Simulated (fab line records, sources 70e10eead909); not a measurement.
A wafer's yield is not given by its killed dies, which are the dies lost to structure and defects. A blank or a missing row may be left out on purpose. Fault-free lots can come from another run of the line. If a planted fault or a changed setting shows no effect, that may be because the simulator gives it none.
fab line records -- flow nand-harc
record lots=13, wafers=39, last-day=34
route steps=1302 shown A_CHANNEL_HOLE_D2@607 A_CHANNEL_FILL_D2@614 END@1302
lots with no fault: from the same line, run without faults
start-h: hours from the record's first day to the start of the lot's first wafer shown -- wait-h: time in hours since the lot's previous step -- " repeats the value in the row above -- L1.1+2: several wafers, shown together as one row -- - no value, or no start was given -- * or withheld: withheld -- < > ~ a bound
route shown NAME@n: NAME is a module with steps in the file, n the number in the route of the first one -- usual: mean/standard deviation of fault-free wafers -- same: alike in all rows -- chamber/n: place in a boat -- sites: readings site by site -- _std_site: standard deviation of those values -- _edge_site: the outer-site mean with the inner-site mean subtracted -- radius-mm: how far each site lies from the wafer's centre -- mask NAME#n: copy n -- behind: the last tool/chamber to shape the wafer -- hold: reason for holding the lot/hours on hold/outcome of the hold -- device: the n, p or np transistor that did not switch -- end of line: the tests these same wafers got at the end of their route -- for a step that has no rows: nothing shown but its recipe -- killed: count of dies lost to structure and defects at first sort (not the wafer's yield) -- map: shows each die of a wafer: x if killed, . if not, _ if none is there
set.NAME: the setting as run; set.NAME@STEP: as run at that earlier step -- model.NAME: the simulator's own value behind a step, which no gauge read
a sample of lots followed through the steps of the route, with each step as a table and each wafer as a row
services: when a tool's chamber went out of use (start-h, in hours from the record's first day, below 0 if earlier), for how many hours, and the reason
## steps
# step NHARC_A_CHANNEL_HOLE_D2_CD_MEAS_31
# usual cd-nm=90.5/1.4
lot.wafer,tool,chamber,start-h,wait-h,cd-nm
L921.3,cd-sem-02,-,310.27,-,90.3
L921.5,cd-sem-02,-,310.27,-,91.0
L921.6,cd-sem-02,-,310.27,-,92.4
L920.1,cd-sem-03,-,310.40,-,89.7
L920.2,cd-sem-03,-,310.40,-,88.2
L920.5,cd-sem-03,-,310.40,-,90.2
L923.2,cd-sem-01,-,327.34,0.1,87.2
L923.3,cd-sem-01,-,327.34,0.1,88.6
L923.6,cd-sem-01,-,327.34,0.1,91.2
L924.2,cd-sem-02,-,346.08,-,88.9
L924.4,cd-sem-02,-,346.08,-,89.2
L924.5,cd-sem-02,-,346.08,-,91.1
L925.3,cd-sem-01,-,346.97,-,90.2
L925.4,cd-sem-01,-,346.97,-,92.6
L925.5,cd-sem-01,-,346.97,-,93.9
L931.1,cd-sem-03,-,410.60,-,93.0
L931.3,cd-sem-03,-,410.60,-,91.2
L931.5,cd-sem-03,-,410.60,-,91.9
L937.1,cd-sem-02,-,459.85,-,91.0
L937.5,cd-sem-02,-,459.85,-,92.5
L937.6,cd-sem-02,-,459.85,-,91.0
L938.1,cd-sem-03,-,475.94,-,91.1
L938.2,cd-sem-03,-,475.94,-,92.5
L938.5,cd-sem-03,-,475.94,-,91.9
L940.1,cd-sem-03,-,502.88,-,90.8
L940.3,cd-sem-03,-,502.88,-,89.0
L940.4,cd-sem-03,-,502.88,-,90.9
L941.1,cd-sem-03,-,504.45,-,90.4
L941.3,cd-sem-03,-,504.45,-,92.7
L941.4,cd-sem-03,-,504.45,-,92.1
L939.2,cd-sem-01,-,507.05,-,92.8
L939.4,cd-sem-01,-,507.05,-,92.0
L939.6,cd-sem-01,-,507.05,-,89.9
L942.1,cd-sem-01,-,518.62,-,89.9
L942.4,cd-sem-01,-,518.62,-,89.5
L942.6,cd-sem-01,-,518.62,-,90.0
L943.1,cd-sem-01,-,533.99,-,91.0
L943.2,cd-sem-01,-,533.99,-,88.2
L943.5,cd-sem-01,-,533.99,-,88.6
# step NHARC_A_CHANNEL_FILL_D2_ALD_14
# recipe target-thk-a=25, pulse-time-s=10, ald-cycles=25, temp-c=300, material=SiO2
# usual ald-cycles=25/0, heater-power-w=478/61, precursor-pulse-height-rel=1.000/0.016
lot.wafer,tool,chamber,start-h,wait-h,ald-cycles,heater-power-w,precursor-pulse-height-rel
L920.2,ald-hk-03,2,317.64,0.0,25,554,1.013
L920.1,ald-hk-03,0,317.64,0.0,25,489,0.981
L920.5,ald-hk-03,3,317.64,0.0,25,397,0.995
L921.3,ald-hk-02,0,317.71,0.1,25,418,0.977
L921.5,ald-hk-02,2,317.71,0.1,25,487,1.007
L921.6,ald-hk-02,3,317.71,0.1,25,480,1.021
L923.2,ald-hk-04,0,334.73,0.1,25,564,1.002
L923.3,ald-hk-04,2,334.73,0.1,25,552,0.996
L923.6,ald-hk-04,0,334.73,0.1,25,569,0.997
L924.4,ald-hk-03,0,359.16,4.8,25,469,1.001
L924.2,ald-hk-03,1,359.16,4.8,25,508,1.023
L924.5,ald-hk-03,0,359.16,4.8,25,485,1.002
L925.3,ald-hk-03,3,359.34,5.0,25,409,0.980
L925.4,ald-hk-03,0,359.34,5.0,25,474,0.981
L925.5,ald-hk-03,0,359.34,5.0,25,479,0.979
L931.3,ald-hk-04,1,418.08,0.1,25,397,1.002
L931.1,ald-hk-04,3,418.08,0.1,25,413,1.026
L931.5,ald-hk-04,1,418.08,0.1,25,396,1.007
L937.1,ald-hk-04,1,467.24,0.2,25,395,0.986
L937.5,ald-hk-04,2,467.24,0.2,25,549,0.977
L937.6,ald-hk-04,3,467.24,0.2,25,414,0.959
L938.1,ald-hk-04,1,483.77,0.5,25,402,0.976
L938.2,ald-hk-04,0,483.77,0.5,25,541,1.014
L938.5,ald-hk-04,1,483.77,0.5,25,415,1.017
L941.4,ald-hk-03,2,510.27,0.0,25,561,1.005
L941.1,ald-hk-03,3,510.27,0.0,25,393,0.971
L941.3,ald-hk-03,1,510.27,0.0,25,478,0.998
L940.4,ald-hk-04,0,510.27,0.0,25,560,0.986
L940.3,ald-hk-04,1,510.27,0.0,25,403,1.036
L940.1,ald-hk-04,2,510.27,0.0,25,557,1.006
L939.4,ald-hk-03,0,514.48,0.0,25,459,1.016
L939.2,ald-hk-03,2,514.48,0.0,25,559,1.024
L939.6,ald-hk-03,0,514.48,0.0,25,437,0.984
L942.4,ald-hk-04,0,526.10,0.0,25,543,1.006
L942.1,ald-hk-04,2,526.10,0.0,25,563,0.995
L942.6,ald-hk-04,1,526.10,0.0,25,398,1.012
L943.1,ald-hk-03,2,538.72,0.1,25,553,1.006
L943.2,ald-hk-03,3,538.72,0.1,25,385,0.975
L943.5,ald-hk-03,2,538.72,0.1,25,545,1.006
# step NHARC_A_CHANNEL_FILL_D2_ALD_15
# recipe target-thk-a=20, pulse-time-s=60, ald-cycles=19, temp-c=630, pressure-torr=2, material=SiNx
# usual ald-cycles=19/0, precursor-pulse-height-rel=1.004/0.018
lot.wafer,tool,chamber,start-h,wait-h,ald-cycles,precursor-pulse-height-rel
L920.1,ald-sin-batch-03,0,-,-,19,1.005
L920.2,ald-sin-batch-03,0,-,-,19,1.006
L920.5,ald-sin-batch-03,0,-,-,19,1.008
L921.3,ald-sin-batch-03,0,-,-,19,0.986
L921.5,ald-sin-batch-03,0,-,-,19,1.018
L921.6,ald-sin-batch-03,0,-,-,19,1.022
L923.2,ald-sin-batch-01,0,-,-,19,1.052
L923.3,ald-sin-batch-01,0,-,-,19,1.005
L923.6,ald-sin-batch-01,0,-,-,19,1.036
L924.2,ald-sin-batch-01,0,-,-,19,0.975
L924.4,ald-sin-batch-01,0,-,-,19,0.993
L924.5,ald-sin-batch-01,0,-,-,19,0.990
L925.3,ald-sin-batch-01,0,-,-,19,1.018
L925.4,ald-sin-batch-01,0,-,-,19,1.008
L925.5,ald-sin-batch-01,0,-,-,19,0.988
L931.1,ald-sin-batch-01,0,-,-,19,0.983
L931.3,ald-sin-batch-01,0,-,-,19,1.022
L931.5,ald-sin-batch-01,0,-,-,19,1.002
L937.1,ald-sin-batch-02,0,-,-,19,1.008
L937.5,ald-sin-batch-02,0,-,-,19,1.001
L937.6,ald-sin-batch-02,0,-,-,19,1.016
L938.1,ald-sin-batch-01,0,-,-,19,0.991
L938.2,ald-sin-batch-01,0,-,-,19,1.010
L938.5,ald-sin-batch-01,0,-,-,19,1.007
L940.1,ald-sin-batch-03,0,-,-,19,0.995
L940.3,ald-sin-batch-03,0,-,-,19,0.999
L940.4,ald-sin-batch-03,0,-,-,19,1.019
L941.1,ald-sin-batch-03,0,-,-,19,1.004
L941.3,ald-sin-batch-03,0,-,-,19,1.020
L941.4,ald-sin-batch-03,0,-,-,19,1.018
L939.2,ald-sin-batch-02,0,-,-,19,1.055
L939.4,ald-sin-batch-02,0,-,-,19,1.027
L939.6,ald-sin-batch-02,0,-,-,19,1.026
L942.1,ald-sin-batch-02,0,-,-,19,1.016
L942.4,ald-sin-batch-02,0,-,-,19,0.996
L942.6,ald-sin-batch-02,0,-,-,19,1.022
L943.1,ald-sin-batch-02,0,-,-,19,1.009
L943.2,ald-sin-batch-02,0,-,-,19,0.998
L943.5,ald-sin-batch-02,0,-,-,19,1.003
# step NHARC_A_CHANNEL_FILL_D2_ALD_25
# recipe target-thk-a=600, pulse-time-s=10, ald-cycles=600, temp-c=300, material=SiOx
# usual ald-cycles=600/0, heater-power-w=471/59, precursor-pulse-height-rel=1.002/0.02
lot.wafer,tool,chamber,start-h,wait-h,ald-cycles,heater-power-w,precursor-pulse-height-rel
L920.1,ald-hk-02,3,346.11,0.1,600,486,1.007
L920.2,ald-hk-02,1,347.36,1.3,600,516,0.987
L920.5,ald-hk-02,3,348.60,2.5,600,478,1.047
L921.3,ald-hk-04,2,347.34,1.3,600,549,1.003
L921.5,ald-hk-04,0,348.57,2.5,600,576,0.984
L921.6,ald-hk-04,1,348.57,2.5,600,399,0.998
L923.3,ald-hk-04,2,366.50,0.1,600,538,0.998
L923.2,ald-hk-04,3,366.50,0.1,600,406,0.993
L923.6,ald-hk-04,2,368.95,2.5,600,550,0.978
L924.2,ald-hk-04,0,389.29,0.1,600,583,1.024
L924.4,ald-hk-04,3,391.12,1.9,600,404,0.991
L924.5,ald-hk-04,0,391.12,1.9,600,581,0.994
L925.3,ald-hk-02,3,393.45,4.2,600,447,0.985
L925.4,ald-hk-02,1,394.69,5.5,600,489,0.997
L925.5,ald-hk-02,3,395.93,6.7,600,447,1.033
L931.3,ald-hk-02,0,446.48,0.1,423,420,0.980
L931.1,ald-hk-02,1,446.48,0.1,600,494,1.005
L931.5,ald-hk-02,0,448.98,2.5,600,415,0.992
L937.1,ald-hk-03,3,497.67,1.9,600,391,1.028
L937.6,ald-hk-03,0,497.67,1.9,600,458,0.978
L937.5,ald-hk-03,1,497.67,1.9,600,482,0.994
L938.2,ald-hk-04,2,513.95,1.3,600,553,0.964
L938.1,ald-hk-04,3,513.95,1.3,600,419,0.996
L938.5,ald-hk-04,0,513.95,1.3,600,551,0.983
L941.1,ald-hk-03,0,539.08,0.1,600,442,0.994
L941.3,ald-hk-03,1,539.08,0.1,600,496,1.019
L941.4,ald-hk-03,3,540.92,1.9,600,388,1.001
L940.3,ald-hk-04,1,539.09,0.1,600,399,0.999
L940.1,ald-hk-04,3,540.33,1.3,600,424,1.000
L940.4,ald-hk-04,0,540.33,1.3,600,559,0.960
L939.2,ald-hk-02,3,544.82,0.9,600,476,1.027
L939.4,ald-hk-02,0,544.82,0.9,600,425,0.994
L939.6,ald-hk-02,3,547.26,3.4,600,489,1.000
L942.4,ald-hk-04,1,556.35,0.1,600,411,1.039
L942.1,ald-hk-04,2,556.35,0.1,600,567,0.967
L942.6,ald-hk-04,2,559.44,3.1,600,561,0.980
L943.2,ald-hk-04,3,568.34,0.1,600,409,0.973
L943.1,ald-hk-04,1,569.56,1.3,600,404,0.983
L943.5,ald-hk-04,0,571.40,3.1,600,562,0.984
# step NHARC_END_SORT_01
# recipe temp-c=25
# usual killed-at-array=55/17, killed-at-other=1.1/1.6, killed-at-periphery=3.8/2.5, killed-dies=60/18, killed-open=3.3/1.9, killed-short=2.5/1.7
# same gross-dies=677
lot.wafer,tool,chamber,start-h,wait-h,killed-at-array,killed-at-other,killed-at-periphery,killed-dies,killed-open,killed-short
L937.1,prober-01,0,711.23,2.5,63,0,4,67,2,5
L937.5,prober-01,0,714.47,3.7,86,0,2,88,3,1
L937.6,prober-01,0,715.28,4.0,78,0,5,83,5,3
# killed by level:class
L937.1 A_CHANNEL_HOLE_D1:chamber-film-flake=26 A_SLIT:chamber-film-flake=15 A_CHANNEL_HOLE_D2:chamber-film-flake=6 A_STAIRCASE:chamber-film-flake=3 A_M1:chamber-film-flake=3 A_WL_FILL:geometric-particle:short=2 A_DECK1_JOINT:chamber-film-flake=2 A_CONTACT:chamber-film-flake=2
L937.5 A_CHANNEL_HOLE_D1:chamber-film-flake=35 A_SLIT:chamber-film-flake=27 A_CHANNEL_HOLE_D2:chamber-film-flake=14 A_ZERO_WELL:chamber-film-flake=2 A_ONON_D1:geometric-particle:open=1 A_CHANNEL_HOLE_D1:geometric-particle:short=1 A_CHANNEL_FILL_D2:geometric-particle:open=1 A_M0:geometric-particle:open=1
L937.6 A_CHANNEL_HOLE_D1:chamber-film-flake=34 A_SLIT:chamber-film-flake=18 A_CHANNEL_HOLE_D2:chamber-film-flake=7 A_STAIRCASE:chamber-film-flake=4 A_CONTACT:chamber-film-flake=4 A_CHANNEL_FILL_D2:geometric-particle:open=2 P_GATE:chamber-film-flake=2 P_M2:chamber-film-flake=2
## services
tool,chamber,start-h,hours,kind
ald-hk-02,0,353.80,10.0,vent-cycle
ald-hk-02,1,353.80,10.0,vent-cycle
ald-hk-02,0,363.80,-,clean
ald-hk-02,1,363.80,-,clean
ald-hk-03,-,400.52,10.0,pm
ald-hk-03,0,400.52,10.0,vent-cycle
ald-hk-03,1,400.52,10.0,vent-cycle
ald-hk-03,2,400.52,10.0,vent-cycle
ald-hk-03,3,400.52,10.0,vent-cycle
ald-hk-03,0,410.52,-,clean
ald-hk-03,1,410.52,-,clean
ald-hk-03,2,410.52,-,clean
ald-hk-03,3,410.52,-,clean
ald-hk-04,-,437.66,10.0,pm
ald-hk-04,0,437.66,10.0,vent-cycle
ald-hk-04,1,437.66,10.0,vent-cycle
ald-hk-04,2,437.66,10.0,vent-cycle
ald-hk-04,3,437.66,10.0,vent-cycle
ald-hk-04,0,447.66,-,clean
ald-hk-04,1,447.66,-,clean
ald-hk-04,2,447.66,-,clean
ald-hk-04,3,447.66,-,clean
ald-sin-batch-01,-,510.22,26.0,pm
ald-hk-02,-,531.80,10.0,pm
## key
first-sign step=NHARC_A_CHANNEL_FILL_D2_ALD_25, reading=ald-cycles, direction=down, sigmas=99+, usual=600, struck=423
effect none on later readings
met-at NHARC_A_CHANNEL_FILL_D2_ALD_25
struck-lots L931
struck-wafers L931.3
tester-left-out L931
not-acting-at NHARC_A_CHANNEL_HOLE_D2_CD_MEAS_31,NHARC_A_CHANNEL_FILL_D2_ALD_14,NHARC_A_CHANNEL_FILL_D2_ALD_15
onset-between 393.45 446.48
fault kind=process-parameter-drift, tool=ald-hk-02, chamber=-, onset-h=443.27, steps=NHARC_A_CHANNEL_FILL_D2_ALD_25, channel=ald-cycles, offset=-177, shape=step, end-h=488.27, scope=struck-wafers-only, acts-in=these-recipes-only, stated=600
# tester-left-out: of these lots the tester's yield and bins aren't shown, on N5 and GAA mostly nor the transistor test; their killed dies are dies lost to structure and defects alone, not to doping, threshold or leakage, so they don't give the yield
